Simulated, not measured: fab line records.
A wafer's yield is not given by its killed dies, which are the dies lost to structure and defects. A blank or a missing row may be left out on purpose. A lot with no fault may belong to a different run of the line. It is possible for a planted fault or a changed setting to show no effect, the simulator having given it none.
fab line records + flow n5-finfet
[record]
- lots = 5
- wafers = 14
- last-day = 17
route steps=1938 shown BEOL_M15@1797
lots that met no fault: from a run of the same line without faults
start-h: start of the lot's first displayed wafer, in hours after the record's first day + wait-h: hours since the lot's step before + " same as the row above + L1.1+2: one row covering several wafers at once + - no value, or no start was given + * or withheld: withheld + < > ~ a bound
route shown NAME@n: NAME is a module with steps in the file, n the number in the route of the first one + usual: average and standard deviation across the fault-free wafers + same: alike in all rows + chamber/n: place in a boat + sites: the reading at each site + _std_site: their standard deviation + _edge_site: mean of outer sites minus mean of inner sites + radius-mm: for every site, how far away it sits from the centre of the wafer + mask NAME#n: copy n + behind: the tool/chamber that last shaped the wafer + hold: cause of the lot's hold/its duration in hours/its outcome + device: which transistor (n, p or np) failed to switch + end of line: the tests these same wafers got at the end of their route + step lacking rows: just its recipe + killed: not the wafer's yield, but the dies lost to structure and defects at the first sort + map: the dies of a wafer, with x for killed, . for not killed, _ for no die there
set.NAME: setting as actually run; set.NAME@STEP: the setting as run at that earlier step + model.NAME: the simulator's own value behind a step, which no gauge read
certain route steps with their lots: each step a table, each wafer a row
services: when a tool's chamber went out of use (start-h, in hours from the record's first day, below 0 if earlier), for how many hours, and the reason
[[steps]]
[step N5_BEOL_M15_COAT_22]
[recipe]
- spin-rpm = 1704
- resist-thk-nm = 800
[step N5_BEOL_M15_EBR_24]
[recipe]
- solvent = PGMEA
- ebr-width-mm = 1.5
[step N5_BEOL_M15_SOFTBAKE_23]
[recipe]
- temp-c = 130
- time-s = 60
[step N5_BEOL_M15_EXPOSE_25]
[recipe]
- mask-id = M15
- na = 0.8
- source-shape = annular
- sigma-inner = 0.5
- sigma-outer = 0.8
- polarization = unpolarized
- target-cd-nm = 400
- dose-mj = 35.5
[step N5_BEOL_M15_PEB_26]
[recipe]
- peb-temp-c = 130
- peb-time-s = 90
[step N5_BEOL_M15_DEVELOP_27]
[recipe]
- develop-time-s = 45
- rinse-liquid = diw
- dry = air-spin
- dev-temp-c = 21
[step N5_BEOL_M15_HARDBAKE_32]
[recipe]
- temp-c = 130
- time-s = 120
[step N5_BEOL_M15_CD_MEAS_28]
[recipe]
- target-cd-nm = 407.6
- landing-energy-ev = 500
- detector = se-inlens
[usual]
- cd-nm = 408.6/2.1
| lot.wafer | tool      | chamber | start-h | wait-h | cd-nm |
|-----------|-----------|---------|---------|--------|-------|
| L397.2    | cd-sem-02 | 0       | 295.01  | -      | 408.7 |
| L397.3    | "         | 0       | "       | "      | 408.5 |
| L397.4    | "         | 0       | "       | "      | 408.1 |
| L399.1    | cd-sem-01 | 0       | 321.97  | -      | 408.6 |
| L399.3    | "         | 0       | "       | "      | 409.9 |
| L399.5    | "         | 0       | "       | "      | 410.4 |
| L411.2    | cd-sem-01 | 0       | 386.14  | -      | 409.9 |
| L411.3    | "         | 0       | "       | "      | 409.8 |
| L416.2    | cd-sem-01 | 0       | 389.20  | -      | 406.5 |
| L416.4    | "         | 0       | "       | "      | 405.8 |
| L416.6    | "         | 0       | "       | "      | 405.8 |
| L415.1    | cd-sem-01 | 0       | 394.64  | -      | 407.0 |
| L415.2    | "         | 0       | "       | "      | 405.8 |
| L415.4    | "         | 0       | "       | "      | 407.8 |
[step N5_BEOL_M15_OVL_MEAS_29]
[recipe]
- points-per-wafer = 44
[usual]
- M15_OVL = 1/5.6
[same]
- points-per-wafer = 44
| lot.wafer | tool       | chamber | start-h | wait-h | M15_OVL[nm] |
|-----------|------------|---------|---------|--------|-------------|
| L397.2    | overlay-02 | 0       | 295.04  | 0.0    | 6           |
| L397.3    | "          | 0       | "       | "      | 0           |
| L397.4    | "          | 0       | "       | "      | 3           |
| L399.1    | overlay-01 | 0       | 322.01  | 0.0    | 4           |
| L399.3    | "          | 0       | "       | "      | 6           |
| L399.5    | "          | 0       | "       | "      | 3           |
| L411.2    | overlay-01 | 0       | 386.16  | 0.0    | 5           |
| L411.3    | "          | 0       | "       | "      | -5          |
| L416.2    | overlay-01 | 0       | 389.23  | 0.0    | 9           |
| L416.4    | "          | 0       | "       | "      | 8           |
| L416.6    | "          | 0       | "       | "      | 5           |
| L415.1    | overlay-02 | 0       | 394.67  | 0.0    | -2          |
| L415.2    | "          | 0       | "       | "      | -3          |
| L415.4    | "          | 0       | "       | "      | 1           |
[step N5_BEOL_M15_INSPECT_30]
[recipe]
- mode = adi
- inspect-instrument = macro
[usual]
- raw-defect-count = 1.8/1.3
| lot.wafer | tool              | chamber | start-h | wait-h | raw-defect-count |
|-----------|-------------------|---------|---------|--------|------------------|
| L397.2    | defect-inspect-02 | -       | 295.06  | 0.0    | 2                |
| L397.3    | "                 | -       | "       | "      | 3                |
| L397.4    | "                 | -       | "       | "      | 2                |
| L399.1    | defect-inspect-01 | -       | 322.03  | 0.0    | 1                |
| L399.3    | "                 | -       | "       | "      | 0                |
| L399.5    | "                 | -       | "       | "      | 2                |
| L411.2    | defect-inspect-02 | -       | 386.19  | 0.0    | 2                |
| L411.3    | "                 | -       | "       | "      | 0                |
| L416.2    | defect-inspect-01 | -       | 389.25  | 0.0    | 3                |
| L416.4    | "                 | -       | "       | "      | 2                |
| L416.6    | "                 | -       | "       | "      | 1                |
| L415.1    | defect-inspect-02 | -       | 394.69  | 0.0    | 2                |
| L415.2    | "                 | -       | "       | "      | 0                |
| L415.4    | "                 | -       | "       | "      | 1                |
[step N5_BEOL_M15_DESCUM_33]
[recipe]
- chemistry = O2
- time-s = 7.9
- source-power-w = 50
- bias-power-w = 20
- pressure-mtorr = 20
- rf-frequency-hz = 2.712e+07
- temp-c = 40
- o2-flow-sccm = 225
[usual]
- drypump-motor-current-A = 5.8/0.48
- oes-product-au = 0.79/0.1
- rf-vpp-V = 243.1/1.4
- showerhead-plenum-p-Torr = 2.09/0.069
- throttle-valve-pct = 20.49/0.28
| lot.wafer | tool        | chamber | start-h | wait-h | drypump-motor-current-A | oes-product-au | rf-hours-counter-h | rf-vpp-V | showerhead-plenum-p-Torr | throttle-valve-pct |
|-----------|-------------|---------|---------|--------|-------------------------|----------------|--------------------|----------|--------------------------|--------------------|
| L397.2    | rie-diel-02 | 2       | 295.22  | 0.2    | 5.6                     | 0.73           | 168                | 244.2    | 2.10                     | 20.30              |
| L397.3    | "           | 3       | "       | "      | 4.7                     | 0.71           | 220                | 241.3    | 2.07                     | 20.72              |
| L397.4    | "           | 1       | "       | "      | 5.9                     | 0.88           | 42                 | 245.2    | 2.21                     | 20.06              |
| L399.1    | rie-diel-05 | 2       | 322.06  | 0.0    | 5.5                     | 0.88           | 30                 | 241.0    | 2.04                     | 20.05              |
| L399.3    | "           | 0       | "       | "      | 5.4                     | 0.66           | 255                | 242.4    | 2.05                     | 20.61              |
| L399.5    | "           | 2       | "       | "      | 5.5                     | 0.89           | -                  | 244.1    | 2.04                     | 20.04              |
| L411.2    | rie-diel-02 | 1       | 386.22  | 0.0    | 5.9                     | 0.84           | 74                 | 245.7    | 2.20                     | 20.08              |
| L411.3    | "           | 0       | "       | "      | 6.0                     | 0.91           | 20                 | 241.4    | 2.05                     | 20.53              |
| L416.2    | rie-diel-05 | 0       | 389.29  | 0.0    | 5.4                     | 0.94           | 20                 | 243.5    | 2.05                     | 20.25              |
| L416.4    | "           | 2       | "       | "      | 5.5                     | 0.84           | 59                 | 242.7    | 2.03                     | 20.10              |
| L416.6    | "           | 0       | "       | "      | 5.4                     | 0.93           | -                  | 244.2    | 2.05                     | 20.25              |
| L415.1    | rie-diel-05 | 0       | 394.73  | 0.0    | 5.4                     | 0.93           | 21                 | 241.2    | 2.05                     | 20.26              |
| L415.2    | "           | 2       | "       | "      | 5.5                     | 0.83           | 61                 | 241.7    | 2.03                     | 20.08              |
| L415.4    | "           | 3       | "       | "      | 5.6                     | 0.95           | 3                  | 241.0    | 2.06                     | 20.67              |
[step N5_BEOL_M15_ETCH_61]
[recipe]
- chemistry = N2/H2
- target = BARC
- target-depth-a = 890
- overetch-a = 267
- time-s = 67.9
- ion-energy-ev = 200
- pressure-mtorr = 30
- source-w = 840
- bias-w = 150
- n2-flow-sccm = 200
- h2-flow-sccm = 200
[usual]
- bias-w = 150.0/0.44
- drypump-motor-current-A = 5.8/0.48
- oes-product-au = 0.67/0.084
- rf-vpp-V = 523.7/2.6
- showerhead-plenum-p-Torr = 2.54/0.087
- throttle-valve-pct = 17.94/0.26
| lot.wafer | tool        | chamber | start-h | wait-h | bias-w | drypump-motor-current-A | oes-product-au | rf-hours-counter-h | rf-vpp-V | showerhead-plenum-p-Torr | throttle-valve-pct |
|-----------|-------------|---------|---------|--------|--------|-------------------------|----------------|--------------------|----------|--------------------------|--------------------|
| L397.2    | rie-diel-02 | 2       | 295.26  | 0.0    | 150.1  | 5.6                     | 0.62           | 168                | 524.2    | 2.54                     | 17.71              |
| L397.3    | "           | 3       | "       | "      | 149.0  | 4.8                     | 0.61           | 220                | 521.6    | 2.52                     | 18.18              |
| L397.4    | "           | 1       | "       | "      | 149.7  | 5.9                     | 0.76           | 42                 | 527.5    | 2.71                     | 17.56              |
| L399.1    | rie-diel-05 | 2       | 322.10  | 0.0    | 150.1  | 5.5                     | 0.74           | 31                 | 521.8    | 2.49                     | 17.63              |
| L399.3    | "           | 0       | "       | "      | 150.0  | 5.4                     | 0.57           | 255                | 522.2    | 2.50                     | 18.10              |
| L399.5    | "           | 2       | "       | "      | 150.0  | 5.5                     | 0.74           | -                  | 523.9    | 2.49                     | 17.63              |
| L411.2    | rie-diel-02 | 1       | 386.26  | 0.0    | 150.7  | 5.9                     | 0.71           | 74                 | 528.5    | 2.69                     | 17.65              |
| L411.3    | "           | 0       | "       | "      | 150.4  | 6.0                     | 0.77           | 20                 | 523.1    | 2.49                     | 18.04              |
| L416.2    | rie-diel-05 | 0       | 389.32  | 0.0    | 149.5  | 5.4                     | 0.78           | 20                 | 521.3    | 2.49                     | 17.71              |
| L416.4    | "           | 2       | "       | "      | 150.6  | 5.5                     | 0.71           | 59                 | 522.0    | 2.48                     | 17.69              |
| L416.6    | "           | 0       | "       | "      | 149.6  | 5.4                     | 0.78           | -                  | 522.7    | 2.49                     | 17.71              |
| L415.1    | rie-diel-05 | 0       | 394.76  | 0.0    | 149.3  | 5.4                     | 0.78           | 21                 | 522.2    | 2.49                     | 17.71              |
| L415.2    | "           | 2       | "       | "      | 150.1  | 5.5                     | 0.70           | 61                 | 522.7    | 2.48                     | 17.69              |
| L415.4    | "           | 3       | "       | "      | 149.8  | 5.6                     | 0.80           | 3                  | 523.7    | 2.50                     | 18.00              |
[step N5_BEOL_M15_TRENCH_ETCH_34]
[recipe]
- chemistry = C4F8/O2/Ar
- target = SiO2
- target-depth-a = 8729.3
- he-inner-torr = 15
- he-outer-torr = 30
- time-s = 199
- ion-energy-ev = 800
- pressure-mtorr = 20
- source-w = 1905
- bias-w = 2040
- Ar_flow_sccm = 400
- C4F8_flow_sccm = 16
- O2_flow_sccm = 12
[usual]
- bias-w = 2041/7
- drypump-motor-current-A = 5.8/0.48
- he-inner-torr = 15.004/0.027
- oes-product-au = 0.79/0.1
- rf-vpp-V = 2227/23
- showerhead-plenum-p-Torr = 3.43/0.11
- throttle-valve-pct = 30.96/0.25
| lot.wafer | tool        | chamber | start-h | wait-h | bias-w | drypump-motor-current-A | he-inner-torr | oes-product-au | rf-hours-counter-h | rf-vpp-V | showerhead-plenum-p-Torr | throttle-valve-pct | model.etch.depth-nm | model.coat_of_BEOL_M15_COAT_22.thk-nm |
|-----------|-------------|---------|---------|--------|--------|-------------------------|---------------|----------------|--------------------|----------|--------------------------|--------------------|---------------------|---------------------------------------|
| L397.2    | rie-diel-02 | 2       | 295.31  | 0.0    | 2037   | 5.6                     | 14.939        | 0.73           | 168                | 2252     | 3.43                     | 30.59              | 874.6               | 539.4                                 |
| L397.3    | "           | 3       | "       | "      | 2036   | 4.7                     | 14.941        | 0.71           | 220                | 2210     | 3.41                     | 31.19              | 875.1               | 543.8                                 |
| L397.4    | "           | 1       | "       | "      | 2038   | 5.9                     | 15.015        | 0.89           | 42                 | 2246     | 3.64                     | 30.65              | 880.2               | 541.6                                 |
| L399.1    | rie-diel-05 | 2       | 322.15  | 0.0    | 2045   | 5.5                     | 14.981        | 0.87           | 31                 | 2201     | 3.36                     | 30.59              | 884.5               | 544.4                                 |
| L399.3    | "           | 0       | "       | "      | 2036   | 5.4                     | 15.014        | 0.66           | 255                | 2235     | 3.37                     | 30.94              | 870.9               | 546.8                                 |
| L399.5    | "           | 2       | "       | "      | 2050   | 5.5                     | 15.007        | 0.88           | -                  | 2202     | 3.36                     | 30.60              | 893.8               | 542.2                                 |
| L411.2    | rie-diel-02 | 1       | 386.31  | 0.0    | 2040   | 5.9                     | 15.039        | 0.83           | 75                 | 2244     | 3.62                     | 30.68              | 869.3               | 545.8                                 |
| L411.3    | "           | 0       | "       | "      | 2042   | 6.0                     | 15.022        | 1.15           | 20                 | 2215     | 3.37                     | 31.43              | 1263                | 464                                   |
| L416.2    | rie-diel-05 | 0       | 389.37  | 0.0    | 2045   | 5.4                     | 14.989        | 0.92           | 20                 | 2234     | 3.36                     | 30.74              | 879.7               | 540.6                                 |
| L416.4    | "           | 2       | "       | "      | 2044   | 5.5                     | 14.979        | 0.83           | 59                 | 2201     | 3.35                     | 30.61              | 875.6               | 541.4                                 |
| L416.6    | "           | 0       | "       | "      | 2043   | 5.4                     | 15.015        | 0.92           | -                  | 2233     | 3.36                     | 30.76              | 888.9               | 538.8                                 |
| L415.1    | rie-diel-05 | 0       | 394.81  | 0.0    | 2029   | 5.4                     | 15.014        | 0.92           | 21                 | 2234     | 3.36                     | 30.76              | 878.2               | 540.6                                 |
| L415.2    | "           | 2       | "       | "      | 2053   | 5.5                     | 15.015        | 0.83           | 61                 | 2200     | 3.35                     | 30.61              | 869.5               | 543.4                                 |
| L415.4    | "           | 3       | "       | "      | 2039   | 5.6                     | 15.010        | 0.94           | 3                  | 2246     | 3.38                     | 31.21              | 878.5               | 539.8                                 |
[step N5_BEOL_M15_STRIP_36]
[recipe]
- chemistry = O2
- power-w = 600
- temp-c = 60
- pressure-mtorr = 30
- rf-frequency-hz = 6e+07
- bias-power-w = 0
- overash-fraction = 0.3
- o2-flow-sccm = 225
[step N5_BEOL_M15_STRIP_62]
[recipe]
- chemistry = O2
- power-w = 600
- temp-c = 60
- pressure-mtorr = 30
- rf-frequency-hz = 6e+07
- bias-power-w = 0
- overash-fraction = 0.3
- o2-flow-sccm = 225
[step N5_BEOL_M15_STRIP_37]
[recipe]
- chemistry = O2
- power-w = 600
- temp-c = 60
- pressure-mtorr = 30
- rf-frequency-hz = 6e+07
- bias-power-w = 0
- overash-fraction = 0.3
- o2-flow-sccm = 225
[step N5_BEOL_M15_ETCH_38]
[recipe]
- chemistry = CF4/N2
- target = SiCN
- target-depth-a = 1064
- taper-deg = 2
- time-s = 120.5
- ion-energy-ev = 150
- mask-material = SiO2
- pressure-mtorr = 40
- source-w = 430
- bias-w = 70
- Ar_flow_sccm = 100
- cf4-flow-sccm = 60
- n2-flow-sccm = 60
[step N5_BEOL_M15_PRECLEAN_39]
[recipe]
- chemistry = residue-remover
- time-s = 60
- temp-c = 40
[step N5_BEOL_M15_SRD_40]
[recipe]
- time-s = 30
- temp-c = 23
- rinse-liquid = diw
- dry = n2-spin
- spin-rpm = 1500
- dry-time-s = 30
[step N5_BEOL_M15_DEGAS_41]
[recipe]
- ambient = vacuum
- temp-c = 300
- time-s = 60
[usual]
- heater-power-w = 440/39
| lot.wafer | tool           | chamber | start-h | wait-h | heater-power-w |
|-----------|----------------|---------|---------|--------|----------------|
| L397.2    | pvd-sputter-02 | -       | 296.28  | 0.2    | 448            |
| L397.3    | "              | -       | "       | "      | 523            |
| L397.4    | "              | -       | "       | "      | 427            |
| L399.1    | pvd-sputter-01 | -       | 325.52  | 0.4    | 409            |
| L399.3    | "              | -       | "       | "      | 420            |
| L399.5    | "              | -       | "       | "      | 404            |
| L411.2    | pvd-sputter-03 | -       | 390.38  | 0.4    | 444            |
| L411.3    | "              | -       | "       | "      | 482            |
| L416.2    | pvd-sputter-01 | -       | 390.99  | 0.3    | 412            |
| L416.4    | "              | -       | "       | "      | 406            |
| L416.6    | "              | -       | "       | "      | 418            |
| L415.1    | pvd-sputter-01 | -       | 396.54  | 0.6    | 422            |
| L415.2    | "              | -       | "       | "      | 406            |
| L415.4    | "              | -       | "       | "      | 424            |
[step N5_BEOL_M15_PRE_CLEAN_42]
[recipe]
- gas = H2/He
- time-s = 30
- temp-c = 300
[usual]
- heater-power-w = 441/40
| lot.wafer | tool           | chamber | start-h | wait-h | heater-power-w |
|-----------|----------------|---------|---------|--------|----------------|
| L397.2    | pvd-sputter-02 | -       | 296.32  | 0.0    | 449            |
| L397.3    | "              | -       | "       | "      | 505            |
| L397.4    | "              | -       | "       | "      | 426            |
| L399.1    | pvd-sputter-01 | -       | 325.56  | 0.0    | 411            |
| L399.3    | "              | -       | "       | "      | 421            |
| L399.5    | "              | -       | "       | "      | 432            |
| L411.2    | pvd-sputter-03 | -       | 390.42  | 0.0    | 435            |
| L411.3    | "              | -       | "       | "      | 482            |
| L416.2    | pvd-sputter-01 | -       | 391.03  | 0.0    | 423            |
| L416.4    | "              | -       | "       | "      | 403            |
| L416.6    | "              | -       | "       | "      | 417            |
| L415.1    | pvd-sputter-01 | -       | 396.58  | 0.0    | 434            |
| L415.2    | "              | -       | "       | "      | 404            |
| L415.4    | "              | -       | "       | "      | 419            |
[step N5_BEOL_M15_SPUTTER_43]
[recipe]
- material = TaN
- target-thk-a = 150
- temp-c = 50
- bias-v = 168.6
- power-w = 15000
- chamber-pressure-pa = 0.12
- time-s = 24.19
[step N5_BEOL_M15_SPUTTER_44]
[recipe]
- material = Ta
- target-thk-a = 150
- temp-c = 50
- bias-v = 80
- power-w = 15000
- chamber-pressure-pa = 0.07
- time-s = 24.19
[step N5_BEOL_M15_SPUTTER_45]
[recipe]
- material = Cu
- target-thk-a = 1000
- temp-c = -20
- bias-v = 60
- power-w = 26000
- chamber-pressure-pa = 0.13
- time-s = 16.67
[step N5_BEOL_M15_ECD_47]
[recipe]
- material = Cu
- target-thk-a = 18600
[step N5_BEOL_M15_ANNEAL_48]
[recipe]
- temp-c = 225
- time-s = 90
- ambient = N2
[usual]
- wafer_temp_C_max = 226.05/0.28
| lot.wafer | tool          | chamber | start-h | wait-h | wafer_temp_C_max |
|-----------|---------------|---------|---------|--------|------------------|
| L397.2    | rtp-anneal-02 | 0       | 296.97  | 0.3    | 226.01           |
| L397.3    | "             | 0       | "       | "      | 225.98           |
| L397.4    | "             | 0       | "       | "      | 225.95           |
| L399.1    | rtp-anneal-01 | 0       | 326.13  | 0.2    | 225.93           |
| L399.3    | "             | 0       | "       | "      | 226.20           |
| L399.5    | "             | 0       | "       | "      | 226.29           |
| L411.2    | rtp-anneal-02 | 0       | 391.18  | 0.4    | 226.70           |
| L411.3    | "             | 0       | "       | "      | 226.05           |
| L416.2    | rtp-anneal-02 | 0       | 391.73  | 0.3    | 226.04           |
| L416.4    | "             | 0       | "       | "      | 226.43           |
| L416.6    | "             | 0       | "       | "      | 225.97           |
| L415.1    | rtp-anneal-01 | 0       | 397.31  | 0.3    | 226.25           |
| L415.2    | "             | 0       | "       | "      | 226.18           |
| L415.4    | "             | 0       | "       | "      | 225.91           |
[step N5_BEOL_M15_CMP_49]
[recipe]
- stop-on = SiO2
- t-overpolish-s = 4.9
- down-force-psi = 2
- platen-rpm = 80
- clearing-platen-down-force-psi = 2
- clearing-platen-rpm = 80
- post-cmp-clean = cu-alkaline
- target-thk-nm = 850
- clearing-platen-pad-velocity-m-s = 1.5917
- pad-velocity-m-s = 1.5917
[usual]
- clearing-platen-rpm = 80.00/0.042
- motor-current-A = 7.9/1.3
| lot.wafer | tool   | chamber | start-h | wait-h | clearing-platen-rpm | motor-current-A | model.Cu_of_BEOL_M15_ECD_47.thk-nm |
|-----------|--------|---------|---------|--------|---------------------|-----------------|------------------------------------|
| L397.3    | cmp-02 | 3       | 297.22  | 0.2    | 79.97               | 7.4             | 854.8                              |
| L397.4    | "      | 0       | "       | "      | 80.01               | 6.9             | 857.4                              |
| L397.2    | "      | 1       | "       | "      | 79.98               | 10.1            | 853.6                              |
| L399.1    | cmp-03 | 3       | 326.43  | 0.3    | 79.97               | 10.0            | 863.2                              |
| L399.3    | "      | 0       | "       | "      | 80.01               | 6.5             | 850.6                              |
| L399.5    | "      | 0       | "       | "      | 79.97               | 6.3             | 872.4                              |
| L411.3    | cmp-03 | 2       | 391.45  | 0.2    | 80.07               | 6.1             | 1241                               |
| L411.2    | "      | 1       | "       | "      | 79.96               | 9.0             | 846                                |
| L416.4    | cmp-02 | 0       | 391.98  | 0.1    | 80.08               | 6.7             | 850.2                              |
| L416.2    | "      | 3       | "       | "      | 79.95               | 7.3             | 855.8                              |
| L416.6    | "      | 1       | "       | "      | 80.01               | 9.6             | 865.2                              |
| L415.2    | cmp-02 | 3       | 397.62  | 0.2    | 79.98               | 7.4             | 846.4                              |
| L415.4    | "      | 1       | "       | "      | 80.03               | 9.9             | 855.6                              |
| L415.1    | "      | 2       | "       | "      | 79.90               | 9.2             | 855                                |
[step N5_BEOL_M15_THK_MEAS_50]
[recipe]
- thk-meas-gauge = xrf
- reads = Cu_of_BEOL_M15_ECD_47
[usual]
- M15_THK = 855/14
| lot.wafer | tool          | chamber | start-h | wait-h | M15_THK[nm] |
|-----------|---------------|---------|---------|--------|-------------|
| L397.2    | film-metro-02 | -       | 297.52  | -      | 854         |
| L397.3    | "             | -       | "       | "      | 859         |
| L397.4    | "             | -       | "       | "      | 864         |
| L399.1    | film-metro-02 | -       | 326.73  | -      | 859         |
| L399.3    | "             | -       | "       | "      | 841         |
| L399.5    | "             | -       | "       | "      | 863         |
| L411.2    | film-metro-01 | -       | 391.75  | -      | 863         |
| L411.3    | "             | -       | "       | "      | 1268        |
| L416.2    | film-metro-01 | -       | 392.28  | -      | 862         |
| L416.4    | "             | -       | "       | "      | 861         |
| L416.6    | "             | -       | "       | "      | 873         |
| L415.1    | film-metro-02 | -       | 397.91  | -      | 864         |
| L415.2    | "             | -       | "       | "      | 856         |
| L415.4    | "             | -       | "       | "      | 862         |
[step N5_BEOL_M15_PRE_CLEAN_52]
[recipe]
- gas = NH3
- time-s = 15
- temp-c = withheld
- rf-power-w = 300
[step N5_BEOL_M15_DEP_53]
[recipe]
- material = SiCN
- target-thk-a = 500
- temp-c = withheld
- precursor = 3MS/NH3
- pressure-torr = 3
- rf-w = 675
- time-s = 17.8
[step N5_BEOL_M15_RS_MEAS_54]
[recipe]
- thk-meas-gauge = four-point-probe
- reads = Cu_of_BEOL_M15_ECD_47+Ta_of_BEOL_M15_SPUTTER_44+TaN_of_BEOL_M15_SPUTTER_43
[usual]
- M15_RS = 0.0216/0.00032
| lot.wafer | tool          | chamber | start-h | wait-h | M15_RS[ohm/sq] |
|-----------|---------------|---------|---------|--------|----------------|
| L397.2    | film-metro-01 | -       | 297.68  | 0.1    | 0.0215         |
| L397.3    | "             | -       | "       | "      | 0.0214         |
| L397.4    | "             | -       | "       | "      | 0.0214         |
| L399.1    | film-metro-01 | -       | 326.85  | 0.0    | 0.0212         |
| L399.3    | "             | -       | "       | "      | 0.0215         |
| L399.5    | "             | -       | "       | "      | 0.0210         |
| L411.2    | film-metro-01 | -       | 391.88  | 0.1    | 0.0216         |
| L411.3    | "             | -       | "       | "      | 0.0146         |
| L416.2    | film-metro-01 | -       | 392.41  | 0.1    | 0.0214         |
| L416.4    | "             | -       | "       | "      | 0.0215         |
| L416.6    | "             | -       | "       | "      | 0.0211         |
| L415.1    | film-metro-01 | -       | 398.07  | 0.1    | 0.0214         |
| L415.2    | "             | -       | "       | "      | 0.0216         |
| L415.4    | "             | -       | "       | "      | 0.0214         |
[step N5_BEOL_M15_INSPECT_55]
[recipe]
- inspect-instrument = darkfield
- mode = post-dep
[usual]
- raw-defect-count = 71/22
| lot.wafer | tool              | chamber | start-h | wait-h | raw-defect-count |
|-----------|-------------------|---------|---------|--------|------------------|
| L397.2    | defect-inspect-01 | -       | 297.70  | 0.0    | 50               |
| L397.3    | "                 | -       | "       | "      | 89               |
| L397.4    | "                 | -       | "       | "      | 100              |
| L399.1    | defect-inspect-01 | -       | 326.88  | 0.0    | 93               |
| L399.3    | "                 | -       | "       | "      | 74               |
| L399.5    | "                 | -       | "       | "      | 40               |
| L411.2    | defect-inspect-01 | -       | 391.90  | 0.0    | 41               |
| L411.3    | "                 | -       | "       | "      | 49               |
| L416.2    | defect-inspect-01 | -       | 392.43  | 0.0    | 59               |
| L416.4    | "                 | -       | "       | "      | 82               |
| L416.6    | "                 | -       | "       | "      | 111              |
| L415.1    | defect-inspect-02 | -       | 398.10  | 0.0    | 46               |
| L415.2    | "                 | -       | "       | "      | 67               |
| L415.4    | "                 | -       | "       | "      | 73               |
[[services]]
| tool           | chamber | start-h | hours | kind                           |
|----------------|---------|---------|-------|--------------------------------|
| cmp-02         | -       | 271.97  | 4.0   | pm                             |
| rie-diel-02    | -       | 275.75  | 2.8   | pm                             |
| cmp-02         | -       | 275.97  | -     | consumable-replace:conditioner |
| cmp-02         | -       | 275.97  | -     | consumable-replace:pad         |
| rie-diel-02    | 0       | 303.00  | -     | clean                          |
| rie-diel-02    | 0       | 303.00  | -     | consumable-replace:focus-ring  |
| rie-diel-02    | 0       | 303.00  | 19.1  | scheduled-down                 |
| rie-diel-02    | 0       | 303.00  | 19.1  | vent-cycle                     |
| cmp-03         | -       | 309.49  | 1.3   | repair                         |
| rie-diel-05    | 0       | 325.56  | -     | clean                          |
| rie-diel-05    | 0       | 325.56  | -     | consumable-replace:focus-ring  |
| rie-diel-05    | 0       | 325.56  | 16.5  | scheduled-down                 |
| rie-diel-05    | 0       | 325.56  | 16.5  | vent-cycle                     |
| rie-diel-05    | 1       | 347.76  | -     | clean                          |
| rie-diel-05    | 1       | 347.76  | -     | consumable-replace:focus-ring  |
| rie-diel-05    | 1       | 347.76  | 19.1  | scheduled-down                 |
| rie-diel-05    | 1       | 347.76  | 19.1  | vent-cycle                     |
| cmp-02         | -       | 357.88  | 1.3   | repair                         |
| rie-diel-05    | 3       | 368.40  | -     | clean                          |
| rie-diel-05    | 3       | 368.40  | -     | consumable-replace:focus-ring  |
| rie-diel-05    | 3       | 368.40  | 15.5  | scheduled-down                 |
| rie-diel-05    | 3       | 368.40  | 15.5  | vent-cycle                     |
| pvd-sputter-01 | -       | 397.33  | 2.9   | repair                         |
[[key]]
[first-sign]
- step = N5_BEOL_M15_TRENCH_ETCH_34
- reading = oes-product-au
- direction = up
- sigmas = 3.5
- usual = 0.79
- struck = 1.15
[effect]
- step = N5_BEOL_M15_THK_MEAS_50
- reading = M15_THK
- direction = up
- sigmas = 29
- usual = 855
- struck = 1268
[effect]
- step = N5_BEOL_M15_RS_MEAS_54
- reading = M15_RS
- direction = down
- sigmas = 22
- usual = 0.0216
- struck = 0.0146
[model-effect]
- step = N5_BEOL_M15_TRENCH_ETCH_34
- value = etch.depth-nm
- without = 885.8
- struck = 1263
[model-effect]
- step = N5_BEOL_M15_CMP_49
- value = Cu_of_BEOL_M15_ECD_47.thk-nm
- without = 863.4
- struck = 1241
met-at N5_BEOL_M15_TRENCH_ETCH_34
struck-wafers L411.3
onset-between 295.31 386.31
[fault]
- kind = process-parameter-drift
- tool = rie-diel-02
- chamber = -
- onset-h = 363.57
- steps = N5_BEOL_M15_TRENCH_ETCH_34
- channel = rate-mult
- offset = 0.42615
- shape = step
- end-h = 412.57
- scope = struck-wafers-only
